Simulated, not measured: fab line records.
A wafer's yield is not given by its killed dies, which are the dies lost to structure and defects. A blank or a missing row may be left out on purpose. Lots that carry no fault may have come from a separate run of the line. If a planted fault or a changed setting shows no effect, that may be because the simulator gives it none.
Matching of chambers || flow n5-finfet || N5_BEOL_M0_PRE_CLEAN_131 on cvd-co-02: 3 sister chambers
The step time 15 s. 3 wafers are shown with their chamber, then 12 later ones without.

== WAFERS PAIRED WITH THEIR CHAMBERS ==
{"wafer": "L092.4", "chamber": 0, "heater-power-w (W)": 84}
{"wafer": "L092.5", "chamber": 2, "heater-power-w (W)": 91}
{"wafer": "L092.6", "chamber": 1, "heater-power-w (W)": 75}

== WAFERS WITH NO CHAMBER GIVEN ==
{"wafer": "L093.2", "heater-power-w (W)": 76}
{"wafer": "L093.5", "heater-power-w (W)": 89}
{"wafer": "L093.6", "heater-power-w (W)": 87}
{"wafer": "L095.1", "heater-power-w (W)": 74}
{"wafer": "L095.2", "heater-power-w (W)": 86}
{"wafer": "L095.3", "heater-power-w (W)": 92}
{"wafer": "L095.4", "heater-power-w (W)": 75}
{"wafer": "L095.5", "heater-power-w (W)": 86}
{"wafer": "L095.6", "heater-power-w (W)": 92}
{"wafer": "L097.1", "heater-power-w (W)": 77}
{"wafer": "L097.2", "heater-power-w (W)": 87}
{"wafer": "L097.5", "heater-power-w (W)": 90}

== WHICH CHAMBER EACH WENT THROUGH ==
{"wafer": "L093.2", "from the rows above": 1, "in truth": 1}
{"wafer": "L093.5", "from the rows above": "can't be placed: 2 or 0", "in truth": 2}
{"wafer": "L093.6", "from the rows above": "can't be placed: 0 or 2", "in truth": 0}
{"wafer": "L095.1", "from the rows above": 1, "in truth": 1}
{"wafer": "L095.2", "from the rows above": "can't be placed: 0 or 2", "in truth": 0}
{"wafer": "L095.3", "from the rows above": 2, "in truth": 2}
{"wafer": "L095.4", "from the rows above": 1, "in truth": 1}
{"wafer": "L095.5", "from the rows above": "can't be placed: 0 or 2", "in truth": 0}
{"wafer": "L095.6", "from the rows above": 2, "in truth": 2}
{"wafer": "L097.1", "from the rows above": 1, "in truth": 1}
{"wafer": "L097.2", "from the rows above": "can't be placed: 0 or 2", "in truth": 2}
{"wafer": "L097.5", "from the rows above": 2, "in truth": 2}
Placed correctly: 7 of 12. From these rows, 5 cannot be placed; in 5 the true chamber is one of the candidates. 0 placed wrongly.
How it was worked out, from the rows above alone: a wafer's distance from a chamber is the root of the sum, over the readings, of the square of ((its reading less the chamber's mean) divided by the reading's scatter). The wafer belongs to the nearest chamber; if the next one is less than 2 further off, it can't be placed. Each chamber's mean is taken over the wafers shown for it. The scatter: with one shown wafer a chamber, the root of the mean of the squares of how far each hidden wafer lies from its nearest shown one.
